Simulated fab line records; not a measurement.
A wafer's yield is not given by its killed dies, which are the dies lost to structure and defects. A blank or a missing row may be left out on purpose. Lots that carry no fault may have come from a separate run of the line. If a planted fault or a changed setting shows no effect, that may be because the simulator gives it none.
Code-filled problem report in 8D (eight disciplines) form | flow nandHarc | the parts of the form that need people (team, actions taken, sign-off) are left out

== 1. THE ISSUE ==
NHARC_END_SORT_01, killedAtPeriphery: mean 57.0 over 1 wafer from 1 lot; wafers with no fault: 3.4, standard deviation 2.3. Relative to the usual mean, that is a shift of +23 standard deviations.
The first sign was on wafer L118.4 at day 21 10:39, on prober-02. Wafers with a number at this step in the record: 5, from 2 lots. Rule for "out", or "out of limits": more than 4 standard deviations from the usual mean. The other wafers with a number count as sound.

== 2. WHAT IT IS; WHAT IT IS NOT ==
question                    | is                                                                                                         | is not
which readings at this step | killedAtPeriphery, defectLimitedYield, killedDies, sort_bin_2_pct, sort_bin_3_pct, sortNPass, sortYieldPct | killedAtOther, killedOpen, killedShort, sort_bin_4_pct
which lots                  | L118                                                                                                       | L123
which wafers of those lots  | L118.4                                                                                                     | L118.2, L118.3
read on which gauges        | prober-02                                                                                                  | prober-01
when                        | from day 21 10:39                                                                                          | up to then (2 sound wafers); but 2 sound wafers of L123 came after

== 3. WHAT RULES OUT EACH SUSPECT ==
Counting: any tool at a process step up to the reading remains a suspect provided it ran every lot that is out. Sound lots after the first of them don't rule it out here, since some wafers of a struck lot are sound.
- the gauge at NHARC_END_SORT_01: kept. All the wafers that are out were read on prober-02, and no step on other tools shows them out.
- rieDiel-07 at NHARC_P_M2_ETCH_28 (etches the open film in CF4/N2, target depth 30 nm, time 72.99 s): kept. It ran the lot that is out, L118 (day 8 07:41).
- pvdSputter-02 at NHARC_A_BONDPAD_PVD_17 (deposits TaN, target thk 5 nm, time 8.06 s): kept. It ran the lot that is out, L118 (day 20 16:28). Because NHARC_A_BONDPAD_PVD_17 lacks a start for some lots, the hours and order of its lots are taken from NHARC_THIN_TSV_THK_MEAS_02.
- pvdSputter-02 at NHARC_A_BONDPAD_PVD_27 (deposits Cu, target thk 30 nm, time 20.49 s): kept. It ran the lot that is out, L118 (day 20 16:28). Because NHARC_A_BONDPAD_PVD_27 lacks a start for some lots, the hours and order of its lots are taken from NHARC_THIN_TSV_THK_MEAS_02.
- At NHARC_P_M2_ETCH_28, inside rieDiel-07: chamber 3 took the wafers that are out, while their sound lot-mates went through chambers 0, 2.
Left after counting: rieDiel-07 at NHARC_P_M2_ETCH_28, pvdSputter-02 at NHARC_A_BONDPAD_PVD_17, pvdSputter-02 at NHARC_A_BONDPAD_PVD_27, prober-02 at NHARC_END_SORT_01.

== 4. THE CAUSE (what the simulator had put in) ==
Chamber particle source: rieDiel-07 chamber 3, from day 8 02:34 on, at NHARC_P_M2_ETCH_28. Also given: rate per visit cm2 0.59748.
4 suspects survive the count, and this tool is in that group.

== 5. THE CHAIN OF EFFECTS, in route order ==
Each row: a reading where the mean over the struck wafers with a number is more than 3 standard deviations away from the usual. Only readings whose record carries a usual standard deviation are examined. hours: median over the lots of the time between each lot's start at the first step of this table that gives one and its start at this step. sigmas: the change, counted in usual standard deviations.
hours | step              | reading            | usual  | on struck wafers | change | sigmas
0     | NHARC_END_SORT_01 | defectLimitedYield | 95.8 % | 90.1             | -5.7   | -4.8
0     | NHARC_END_SORT_01 | killedAtPeriphery  | 3.4    | 57.0             | +53.6  | +23
0     | NHARC_END_SORT_01 | killedDies         | 28     | 67               | +39    | +4.9
0     | NHARC_END_SORT_01 | sort_bin_2_pct     | 1.3 %  | 4.3              | +3.0   | +5.6
0     | NHARC_END_SORT_01 | sort_bin_3_pct     | 0.23 % | 2.22             | +1.99  | +10
0     | NHARC_END_SORT_01 | sortNPass          | 649    | 610              | -39    | -4.9
0     | NHARC_END_SORT_01 | sortYieldPct       | 95.8 % | 90.1             | -5.7   | -4.8

== 6. WHAT WOULD HAVE CAUGHT IT SOONER ==
Counted from the fault's start at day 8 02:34, it took 320 hours until the first out-of-limits reading at a measuring or inspecting step in this record, taken at day 21 10:39.
An alarm limit of 4 standard deviations would not have fired on the tool readings at NHARC_P_M2_ETCH_28 for which the record gives a usual standard deviation, since none of them was out on any struck wafer.
Lots out: 1; all had begun NHARC_P_M2_ETCH_28 on rieDiel-07 by day 21 10:39. Tool hold at that time: it would have spared none of them.
